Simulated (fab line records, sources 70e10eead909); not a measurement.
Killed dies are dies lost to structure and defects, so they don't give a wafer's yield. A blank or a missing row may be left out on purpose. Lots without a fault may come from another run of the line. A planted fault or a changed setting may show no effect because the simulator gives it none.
Chamber matching | flow nand_harc | NHARC_A_M1_CMP_23 on cmp-03: 4 sister chambers
The step polishes, t overpolish 20 s, target thk 154.34 nm. 4 wafers are shown with their chamber, then 7 later ones without.

WAFERS WITH THEIR CHAMBER
wafer  | chamber | motor_current_A (A)
L083.3 | 2       | 12.9
L083.4 | 1       | 11.1
L084.1 | 0       | 12.9
L084.2 | 3       | 9.6

WAFERS WITHOUT THEIR CHAMBER
wafer  | motor_current_A (A)
L084.3 | 12.0
L095.1 | 9.9
L095.3 | 12.6
L095.4 | 13.6
L097.3 | 13.4
L097.4 | 9.4
L097.5 | 10.7

WHICH CHAMBER EACH WENT THROUGH
wafer  | from the rows above          | in truth
L084.3 | can't be placed: 0 or 1 or 2 | 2
L095.1 | can't be placed: 3 or 1      | 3
L095.3 | can't be placed: 0 or 2      | 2
L095.4 | can't be placed: 0 or 2      | 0
L097.3 | can't be placed: 0 or 2      | 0
L097.4 | 3                            | 3
L097.5 | can't be placed: 1 or 3      | 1
Placed correctly: 1 of 7. Can't be placed from these rows: 6 (the true chamber is among the candidates in 6). Placed wrongly: 0.
How it was worked out, from the rows above alone: a wafer's distance from a chamber is the root of the sum, over the readings, of the square of ((its reading less the chamber's mean) divided by the reading's scatter). The wafer belongs to the nearest chamber; if the next one is less than 2 further off, it can't be placed. A chamber's mean is the mean of its shown wafers. The scatter: with one shown wafer a chamber, the root of the mean of the squares of how far each hidden wafer lies from its nearest shown one.
